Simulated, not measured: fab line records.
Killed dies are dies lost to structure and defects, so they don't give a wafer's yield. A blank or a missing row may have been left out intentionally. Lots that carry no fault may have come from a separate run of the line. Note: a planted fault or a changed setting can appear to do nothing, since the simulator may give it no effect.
fab line records    flow n5_finfet
record: lots: 10  wafers: 30  last_day: 17
route steps=1938 shown BEOL_M8@1378 BEOL_M9@1411
lots that met no fault: from a run of the same line without faults
start_h: hours from the record's opening day to when the first of the lot's shown wafers began    wait_h: how many hours have passed since the lot's step before this one    " identical to the entry in the row above    L1.1+2: one row covering several wafers at once    - no value, or no start given    * or withheld: withheld    < > ~ a bound
route shown NAME@n: NAME is a module with steps in the file, n the number in the route of the first one    usual: mean/standard deviation taken from wafers without a fault    same: alike in all rows    chamber/n: place in a boat    sites: per-site readings    _std_site: standard deviation of those values    _edge_site: inner sites' mean taken away from outer sites' mean    radius_mm: how far each site lies from the wafer's centre    mask NAME#n: copy n    behind: the most recent tool/chamber to have shaped the wafer    hold: reason for holding the lot/hours on hold/outcome of the hold    device: the n, p or np transistor that did not switch    end of line: at the end of the route, the tests of the same wafers    a step given without rows: its recipe and nothing more    killed: not the wafer's yield, but the dies lost to structure and defects at the first sort    map: the dies of a wafer, with x for killed, . for not killed, _ for no die there
set.NAME: the setting that was run; set.NAME@STEP: the one run at that earlier step    model.NAME: the simulator's own value behind a step, which no gauge read
one table for each step of the route and one row for each wafer, over a sample of lots
services: the hour from which a tool's chamber was out of use, counted from the record's first day as start_h (under 0 if before that day), plus the number of hours and why
== steps ==
step: N5_BEOL_M8_ETCH_41
recipe: chemistry: CH3F/O2  target: SiCN  target_depth_a: 319  taper_deg: 2  time_s: 57.8  ion_energy_ev: 120  mask_material: TiN  pressure_mtorr: 30  source_w: 395  bias_w: 75  Ar_flow_sccm: 150  CH3F_flow_sccm: 30  O2_flow_sccm: 20
usual: drypump_motor_current_A: 5.3/0.56  oes_product_au: 0.82/0.097  rf_vpp_V: 296.9/1.6  showerhead_plenum_p_Torr: 1.97/0.064  throttle_valve_pct: 16.18/0.27
lot.wafer  tool         chamber  start_h  wait_h  drypump_motor_current_A  oes_product_au  rf_hours_counter_h  rf_vpp_V  showerhead_plenum_p_Torr  throttle_valve_pct
L444.3     rie_diel-05  0        -        -       5.9                      0.92            15                  297.1     1.95                      15.82
L444.4     "            1        "        "       6.4                      0.73            175                 293.5     1.92                      16.41
L444.5     "            3        "        "       4.9                      0.73            -                   295.3     1.91                      16.49
L445.2     rie_diel-05  1        -        -       6.5                      0.73            178                 296.8     1.92                      16.41
L445.4     "            2        "        "       5.2                      0.83            73                  298.3     2.03                      15.94
L445.6     "            3        "        "       4.8                      0.73            -                   296.2     1.91                      16.49
L447.1     rie_diel-05  2        -        -       5.2                      0.81            76                  297.1     2.03                      15.97
L447.2     "            0        "        "       6.0                      0.90            20                  296.6     1.95                      15.85
L447.5     "            1        "        "       6.4                      0.71            -                   295.9     1.92                      16.42
L448.1     rie_diel-04  3        -        -       4.9                      0.69            215                 298.0     2.08                      16.71
L448.2     "            0        "        "       5.5                      0.99            2                   294.4     1.96                      16.30
L448.6     "            1        "        "       5.3                      0.92            -                   298.6     2.11                      15.93
L446.2     rie_diel-04  2        -        -       5.3                      0.70            209                 295.0     1.90                      16.12
L446.5     "            0        "        "       5.5                      0.98            -                   298.2     1.96                      16.27
L446.6     "            1        "        "       5.3                      0.91            -                   299.2     2.11                      15.92
L456.1     rie_diel-05  0        -        -       5.9                      0.86            43                  296.7     1.94                      15.88
L456.2     "            3        "        "       4.9                      0.70            219                 295.5     1.90                      16.54
L456.5     "            2        "        "       5.2                      0.80            -                   298.5     2.02                      15.98
L457.1     rie_diel-04  2        -        -       5.3                      0.68            232                 295.0     1.89                      16.15
L457.4     "            1        "        "       5.3                      0.87            38                  299.9     2.10                      15.96
L457.6     "            1        "        "       5.3                      0.87            -                   300.2     2.10                      15.96
L460.2     rie_diel-05  3        -        -       4.9                      0.71            226                 293.9     1.90                      16.56
L460.5     "            2        "        "       5.2                      0.79            -                   297.8     2.02                      16.01
L460.6     "            1        "        "       6.4                      0.70            -                   293.6     1.91                      16.45
L462.2     rie_diel-01  1        -        -       4.7                      0.68            249                 298.8     2.05                      16.56
L462.3     "            0        "        "       4.9                      0.84            61                  295.8     1.96                      16.24
L462.5     "            2        "        "       6.3                      0.87            -                   295.9     1.94                      16.11
L466.3     rie_diel-04  3        -        -       4.9                      0.94            8                   298.8     2.06                      16.28
L466.5     "            1        "        "       5.3                      0.83            -                   299.6     2.09                      16.02
L466.6     "            0        "        "       5.4                      0.87            -                   296.4     1.95                      16.38
step: N5_BEOL_M8_CURE_75
recipe: temp_c: 370  time_s: 120  ambient: DMADMS/He  material: SiCOH_lowk
usual: lamp_power_pct: 52.31/0.051  wafer_temp_C_max: 371.6/0.59
lot.wafer  tool        chamber  start_h  wait_h  lamp_power_pct  wafer_temp_C_max
L444.3     uv_cure-02  0        193.38   0.3     52.33           371.1
L444.4     "           0        "        "       52.35           371.4
L444.5     "           0        "        "       52.31           371.5
L445.2     uv_cure-02  0        200.02   0.1     52.26           371.5
L445.4     "           0        "        "       52.28           371.3
L445.6     "           0        "        "       52.27           371.3
L447.1     uv_cure-01  1        207.75   0.1     52.28           372.9
L447.2     "           1        "        "       52.30           372.0
L447.5     "           1        "        "       52.42           373.3
L448.1     uv_cure-03  1        211.18   0.1     52.30           371.6
L448.2     "           1        "        "       52.29           370.9
L448.6     "           1        "        "       52.48           372.1
L446.2     uv_cure-03  1        213.94   0.3     52.40           371.4
L446.5     "           1        "        "       52.37           371.3
L446.6     "           1        "        "       52.27           371.0
L456.1     uv_cure-02  2        266.67   0.0     52.34           370.9
L456.2     "           2        "        "       52.39           371.2
L456.5     "           2        "        "       52.30           371.2
L457.1     uv_cure-03  0        279.05   0.0     52.31           371.2
L457.4     "           0        "        "       52.31           371.4
L457.6     "           0        "        "       52.30           371.8
L460.2     uv_cure-02  2        297.06   0.1     52.33           371.3
L460.5     "           2        "        "       52.32           371.4
L460.6     "           2        "        "       52.33           371.9
L462.2     uv_cure-02  2        314.70   0.1     52.34           371.6
L462.3     "           2        "        "       52.28           371.5
L462.5     "           2        "        "       52.27           371.9
L466.3     uv_cure-02  2        337.87   0.1     52.43           371.6
L466.5     "           2        "        "       52.42           371.5
L466.6     "           2        "        "       52.32           372.2
step: N5_BEOL_M8_ANNEAL_51
recipe: temp_c: 225  time_s: 90  ambient: N2
usual: wafer_temp_C_max: 225.9/0.36
lot.wafer  tool           chamber  start_h  wait_h  wafer_temp_C_max
L444.3     rtp_anneal-02  0        195.31   0.5     226.1
L444.4     "              0        "        "       226.2
L444.5     "              0        "        "       226.1
L445.2     rtp_anneal-02  0        202.01   0.1     226.5
L445.4     "              0        "        "       226.5
L445.6     "              0        "        "       226.4
L447.1     rtp_anneal-02  0        209.60   0.1     226.1
L447.2     "              0        "        "       226.1
L447.5     "              0        "        "       226.1
L448.1     rtp_anneal-01  0        213.76   0.1     225.6
L448.2     "              0        "        "       226.1
L448.6     "              0        "        "       226.0
L446.2     rtp_anneal-01  0        216.59   0.1     225.6
L446.5     "              0        "        "       225.7
L446.6     "              0        "        "       225.6
L456.1     rtp_anneal-01  0        269.96   0.4     225.5
L456.2     "              0        "        "       225.3
L456.5     "              0        "        "       225.6
L457.1     rtp_anneal-02  0        280.94   0.1     226.3
L457.4     "              0        "        "       226.2
L457.6     "              0        "        "       226.6
L460.2     rtp_anneal-01  0        299.35   0.1     225.8
L460.5     "              0        "        "       225.8
L460.6     "              0        "        "       225.9
L462.2     rtp_anneal-02  0        316.88   0.5     226.8
L462.3     "              0        "        "       226.5
L462.5     "              0        "        "       226.5
L466.3     rtp_anneal-01  0        339.60   0.3     225.9
L466.5     "              0        "        "       226.0
L466.6     "              0        "        "       226.0
step: N5_BEOL_M9_EXPOSE_08
recipe: mask_id: M9  na: 1.35  source_shape: dipole  sigma_inner: 0.411  sigma_outer: 0.611  polarization: te  dose_mj: 53.75
usual: exposure_dose_mJ_cm2: 53.71/0.06  focus_offset_nm: 0.1/0.54
same: sigma_inner: 0.411
lot.wafer  tool             chamber  start_h  wait_h  mask  exposure_dose_mJ_cm2  focus_offset_nm
L444.3     arfi_scanner-03  0        198.49   -       M9#0  53.69                 0.4
L444.4     "                0        "        "       M9#0  53.57                 -0.1
L444.5     "                0        "        "       M9#0  53.65                 0.3
L445.2     arfi_scanner-01  0        205.26   -       M9#0  53.77                 0.0
L445.4     "                0        "        "       M9#0  53.72                 -0.2
L445.6     "                0        "        "       M9#0  53.74                 -0.2
L447.1     arfi_scanner-02  0        211.78   -       M9#0  53.65                 0.9
L447.2     "                0        "        "       M9#0  53.66                 -0.1
L447.5     "                0        "        "       M9#0  53.66                 0.3
L448.1     arfi_scanner-01  0        217.19   -       M9#0  53.67                 -0.2
L448.2     "                0        "        "       M9#0  53.73                 0.5
L448.6     "                0        "        "       M9#0  53.72                 -0.2
L446.2     arfi_scanner-03  0        220.14   -       M9#0  53.64                 0.1
L446.5     "                0        "        "       M9#0  53.60                 0.8
L446.6     "                0        "        "       M9#0  53.63                 0.3
L456.1     arfi_scanner-01  0        272.89   -       M9#0  55.12                 -0.1
L456.2     "                0        "        "       M9#0  54.99                 -1.1
L456.5     "                0        "        "       M9#0  55.09                 -0.3
L457.1     arfi_scanner-01  0        282.66   -       M9#0  54.70                 1.0
L457.4     "                0        "        "       M9#0  54.74                 0.8
L457.6     "                0        "        "       M9#0  54.74                 0.6
L460.2     arfi_scanner-03  0        302.52   -       M9#0  53.81                 -0.8
L460.5     "                0        "        "       M9#0  53.85                 1.1
L460.6     "                0        "        "       M9#0  53.81                 0.9
L462.2     arfi_scanner-02  0        321.72   -       M9#0  53.69                 0.2
L462.3     "                0        "        "       M9#0  53.67                 -0.5
L462.5     "                0        "        "       M9#0  53.73                 0.0
L466.3     arfi_scanner-02  0        344.26   -       M9#0  53.72                 0.6
L466.5     "                0        "        "       M9#0  53.75                 0.1
L466.6     "                0        "        "       M9#0  53.74                 -0.1
== services ==
tool             chamber  start_h  hours  kind
rtp_anneal-02    -        175.38   5.5    pm
arfi_scanner-01  -        180.56   3.9    pm
arfi_scanner-02  -        185.06   1.0    repair
arfi_scanner-03  -        185.14   1.3    repair
arfi_scanner-02  -        189.75   1.3    pm
uv_cure-03       -        190.66   8.8    repair
arfi_scanner-03  -        208.72   0.8    pm
uv_cure-02       -        209.39   2.8    pm
rie_diel-04      -        235.24   2.8    pm
uv_cure-02       -        236.62   2.6    repair
rie_diel-04      -        240.99   2.6    repair
rie_diel-05      1        254.24   8.0    repair
arfi_scanner-01  -        270.03   1.3    pm
arfi_scanner-01  -        271.33   1.0    pm
arfi_scanner-01  -        273.67   0.8    pm
rie_diel-05      -        282.41   10.9   repair
arfi_scanner-01  -        287.44   1.0    pm
rie_diel-05      2        299.44   23.6   repair
uv_cure-02       -        310.58   0.2    repair
arfi_scanner-01  -        316.98   4.9    pm
rie_diel-05      1        319.97   6.9    repair
rie_diel-04      2        320.59   4.6    repair
arfi_scanner-01  -        323.04   0.7    repair
uv_cure-02       -        339.56   7.5    pm
== key ==
first_sign: step: N5_BEOL_M9_EXPOSE_08  reading: exposure_dose_mJ_cm2  direction: up  sigmas: 20  usual: 53.71  struck: 54.90
effect none on later readings
met_at N5_BEOL_M9_EXPOSE_08
struck_lots L456,L457
loop_trim: step: N5_BEOL_M9_EXPOSE_08  setting: dose  lots: L457
not_acting_at N5_BEOL_M8_ETCH_41,N5_BEOL_M8_CURE_75,N5_BEOL_M8_ANNEAL_51
onset_between 217.19 272.89
fault: kind: process_parameter_drift  tool: arfi_scanner-01  chamber: -  onset_h: 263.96  steps: N5_BEOL_M9_EXPOSE_08  channel: dose_mj  offset: 1.2988  shape: step  acts_in: these_recipes_only  stated: 53.75
loop_trim: a control loop set the setting to another value than it would have without faults
